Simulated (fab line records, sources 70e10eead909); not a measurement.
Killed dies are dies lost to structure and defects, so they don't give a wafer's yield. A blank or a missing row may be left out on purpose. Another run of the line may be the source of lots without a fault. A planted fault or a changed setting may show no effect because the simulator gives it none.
One fault seen from 2 desks | flow nand-harc | numbers are kept per desk, each desk with only its own; the story behind them comes last

## FROM THE METROLOGY DESK
Lot by lot, what the gauges showed, no matter which tool ran the lot: averages of those sampled wafers that carry a number. Any lot whose mean is over 4 standard deviations away from the usual mean is out of limits and marked OUT; that distance is given in the brackets.
Columns: A = cd-nm at NHARC_P_M0_CD_MEAS_09, usual 90.1 nm
lot  | first seen here | A
L198 | day 5 21:39     | 89.7
L199 | day 6 10:40     | 90.9
L200 | day 6 18:41     | 90.3
L201 | day 7 04:46     | 89.7
L202 | day 7 17:45     | 89.7
L203 | day 8 03:13     | 90.8
L207 | day 10 03:01    | 87.7
L210 | day 11 03:21    | 88.1
L213 | day 12 09:16    | 90.0
L214 | day 12 17:38    | 90.8
L218 | day 14 15:42    | 89.8
L220 | day 15 11:08    | 90.4
L221 | day 15 19:31    | 89.9
Result from this desk: across the 13 lots, nothing is out of limits.

## DESK OF THE TOOL OWNER: litho-track-06
The tool's own readings at NHARC_P_M0_PEB_07 (peb time 65 s): means of the sampled wafers that have a number, for each lot that ran on this tool. Any lot whose mean is over 4 standard deviations away from the usual mean is out of limits and marked OUT; that distance is given in the brackets.
Columns: A = heater-power-total-W at NHARC_P_M0_PEB_07, usual 156.6 W
lot  | first seen here | A
L198 | day 5 21:34     | 156.5
L202 | day 7 17:40     | 156.9
L207 | day 10 02:56    | 161.5 (+11) OUT
L210 | day 11 03:16    | 161.5 (+11) OUT
L218 | day 14 15:37    | 156.0
L220 | day 15 11:04    | 157.0
This desk's verdict: out of limits on L207, L210, starting with L207 at day 10 02:56 (heater-power-total-W at NHARC_P_M0_PEB_07). Within limits: L198, L202, L218, L220.

## PUT TOGETHER
The tool owner's desk could have raised an alarm at day 10 02:56, on L207, L210.
At the metrology desk, nothing out of limits was observed.
The metrology desk has L207, L210 on record, within its limits.
All the named lots went through NHARC_P_M0_PEB_07 on litho-track-06.

## WHAT WAS PUT IN BY THE SIMULATOR
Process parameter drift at NHARC_P_M0_PEB_07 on litho-track-06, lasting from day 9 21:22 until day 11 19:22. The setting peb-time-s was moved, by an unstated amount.
Struck lots among those shown: L207, L210.
Delay in hours, fault start to first out-of-limits reading, by desk: the tool owner's desk at 6.
